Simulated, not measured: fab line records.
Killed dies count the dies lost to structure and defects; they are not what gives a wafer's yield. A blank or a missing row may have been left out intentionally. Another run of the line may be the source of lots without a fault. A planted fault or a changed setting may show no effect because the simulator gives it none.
Which tool is to blame? | flow nandHarc | 39 wafers from 13 lots sampled at 3 of the route's 1302 steps

== WHAT EACH GAUGE READ, for each wafer ==
NHARC_A_CONTACT_CD_MEAS_08 targets a cd of 200 nm. Usual: 199.7 nm for cdNm, sd 0.67.
lot  | measured     | on       | cdNm (nm)         | flag
L790 | day 23 10:02 | cdSem-02 | 199.8 198.9 198.4 | 
L789 | day 23 11:24 | cdSem-01 | 199.1 200.2 199.4 | 
L792 | day 23 20:34 | cdSem-01 | 200.3 199.3 199.5 | 
L799 | day 26 08:50 | cdSem-03 | 199.9 200.1 200.1 | 
L798 | day 26 11:22 | cdSem-01 | 200.3 199.3 199.9 | 
L797 | day 26 22:46 | cdSem-03 | 199.8 200.0 199.2 | 
L805 | day 28 15:28 | cdSem-02 | 199.1 199.7 198.4 | 
L802 | day 29 04:35 | cdSem-03 | 199.1 199.8 200.0 | 
L806 | day 29 18:48 | cdSem-03 | 198.5 199.4 198.8 | 
L807 | day 30 06:54 | cdSem-01 | 198.9 198.8 199.1 | 
L808 | day 30 09:06 | cdSem-01 | 200.7 200.7 200.3 | 
L809 | day 30 23:07 | cdSem-02 | 199.6 199.1 200.5 | 
L811 | day 31 17:49 | cdSem-02 | 200.6 200.9 200.4 | 

== EACH LOT AND THE TOOL THAT RAN IT (in order: tool; ch and the chambers of the sampled wafers; start) ==
lot  | NHARC_A_CONTACT_ETCH_128           | NHARC_A_CONTACT_SOFTBAKE_03
L790 | harCapEtch-01 ch 0,1, day 23 01:00 | lithoTrack-04 ch 0, day 23 09:00
L789 | harCapEtch-03 ch 0,1, day 23 01:43 | lithoTrack-04 ch 0, day 23 11:00
L792 | harCapEtch-01 ch 0,1, day 23 13:30 | lithoTrack-04 ch 0, day 23 20:00
L799 | harCapEtch-01 ch 0,1, day 26 00:43 | lithoTrack-01 ch 0, day 26 08:00
L798 | harCapEtch-02 ch 0,1, day 26 03:29 | lithoTrack-04 ch 0, day 26 10:00
L797 | harCapEtch-01 ch 0,1, day 26 14:50 | lithoTrack-04 ch 0, day 26 22:00
L805 | harCapEtch-01 ch 0,1, day 28 10:08 | lithoTrack-01 ch 0, day 28 15:00
L802 | harCapEtch-03 ch 0,1, day 28 15:52 | lithoTrack-06 ch 0, day 29 04:00
L806 | harCapEtch-03 ch 0,1, day 29 13:40 | lithoTrack-04 ch 0, day 29 18:00
L807 | harCapEtch-01 ch 0,1, day 30 00:40 | lithoTrack-04 ch 0, day 30 06:00
L808 | harCapEtch-02 ch 0,1, day 30 03:48 | lithoTrack-04 ch 0, day 30 08:00
L809 | harCapEtch-01 ch 0,1, day 30 17:58 | lithoTrack-01 ch 0, day 30 22:00
L811 | harCapEtch-02 ch 0,1, day 31 09:37 | lithoTrack-04 ch 0, day 31 17:00
- NHARC_A_CONTACT_ETCH_128: etches the open film in C4F8/O2/Ar, time 197 s, target depth 1918 nm.
- NHARC_A_CONTACT_SOFTBAKE_03: time 55 s.

== WHAT THE TOOLS THEMSELVES READ (means of the sampled wafers that have a number; where no wafer has one, the mark that the record gives instead) ==
NHARC_A_CONTACT_SOFTBAKE_03. Usual: 188.45 W for heaterPowerTotalW, sd 0.14.
lot  | tool          | heaterPowerTotalW (W) | flag
L790 | lithoTrack-04 | 188.47                | 
L789 | lithoTrack-04 | 188.55                | 
L792 | lithoTrack-04 | 188.41                | 
L799 | lithoTrack-01 | 188.51                | 
L798 | lithoTrack-04 | 222.53                | OFF
L797 | lithoTrack-04 | 222.62                | OFF
L805 | lithoTrack-01 | 188.40                | 
L802 | lithoTrack-06 | 188.42                | 
L806 | lithoTrack-04 | 188.62                | 
L807 | lithoTrack-04 | 188.68                | 
L808 | lithoTrack-04 | 188.42                | 
L809 | lithoTrack-01 | 188.42                | 
L811 | lithoTrack-04 | 188.49                | 

== THE ANSWER, worked out from the rows above alone ==
Rule: a lot counts as off when the mean over its wafers that have a number is more than 3 standard deviations away from the usual mean. A lot without any number at a reading at which 4 lots or more have one is off too. The other lots that the step has rows for count as sound. First the gauges in route order, then the tools' own readings, where a lot's mean is used as printed above. The first step at which some lot is off is used, and at that step the reading that is off furthest; a lot without a number counts as furthest.
Off: L798, L797 (NHARC_A_CONTACT_SOFTBAKE_03, heaterPowerTotalW).
A tool fits if, at that step or a process step before it, it ran every lot that is off, and no sound lot after the first of them. Of those tried, none fits.

== WHAT WAS PUT IN BY THE SIMULATOR ==
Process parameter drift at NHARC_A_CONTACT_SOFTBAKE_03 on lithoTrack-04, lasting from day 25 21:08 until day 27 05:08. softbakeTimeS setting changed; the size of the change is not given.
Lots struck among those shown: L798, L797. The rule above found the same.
